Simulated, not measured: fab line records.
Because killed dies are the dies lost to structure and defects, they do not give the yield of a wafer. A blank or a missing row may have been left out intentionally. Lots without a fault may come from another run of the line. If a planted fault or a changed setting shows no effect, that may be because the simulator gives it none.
Matching of chambers    flow nand-harc    3 sister chambers for NHARC_P_GATE_DEP_103 on pecvd-04
The step deposits SiON, target thk 30 nm. 16 wafers are shown with their chamber, then 8 later ones without.

## EACH WAFER AND ITS CHAMBER
wafer   chamber  heater-power-w (W)
L075.1  2        904
L075.3  1        695
L075.6  1        696
L077.2  2        792
L077.4  0        604
L077.5  1        712
L084.2  0        539
L084.3  1        651
L084.5  0        542
L087.1  2        799
L087.5  0        633
L087.6  1        630
L085.2  0        639
L085.3  2        902
L085.5  0        634
L089.2  1        731

SIGNATURES (means of the wafers above)
reading         chamber 0  chamber 1  chamber 2  scatter within a chamber
heater-power-w  598.50     685.83     849.25     47.8
Rule: a wafer's distance from a chamber is the root of the sum, over the readings, of the square of ((its reading less the chamber's mean) divided by the reading's scatter). The wafer belongs to the nearest chamber; if the next one is less than 2 further off, it can't be placed. The scatter: the root of (the sum of the squares of (reading less its chamber's mean) over the shown wafers, divided by (wafers less chambers)).

## WAFERS WHOSE CHAMBER IS MISSING
wafer   heater-power-w (W)
L089.5  718
L089.6  618
L095.1  651
L095.3  606
L095.6  657
L096.1  672
L096.4  654
L096.5  977

## CHAMBER TAKEN BY EACH
wafer   from the rows above      in truth
L089.5  can't be placed: 1 or 0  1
L089.6  can't be placed: 0 or 1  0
L095.1  can't be placed: 1 or 0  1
L095.3  can't be placed: 0 or 1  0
L095.6  can't be placed: 1 or 0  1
L096.1  can't be placed: 1 or 0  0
L096.4  can't be placed: 1 or 0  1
L096.5  2                        2
Correctly placed: 1 of 8. Not placeable from these rows: 7 (in 7, the candidates include the true chamber). 0 placed wrongly.
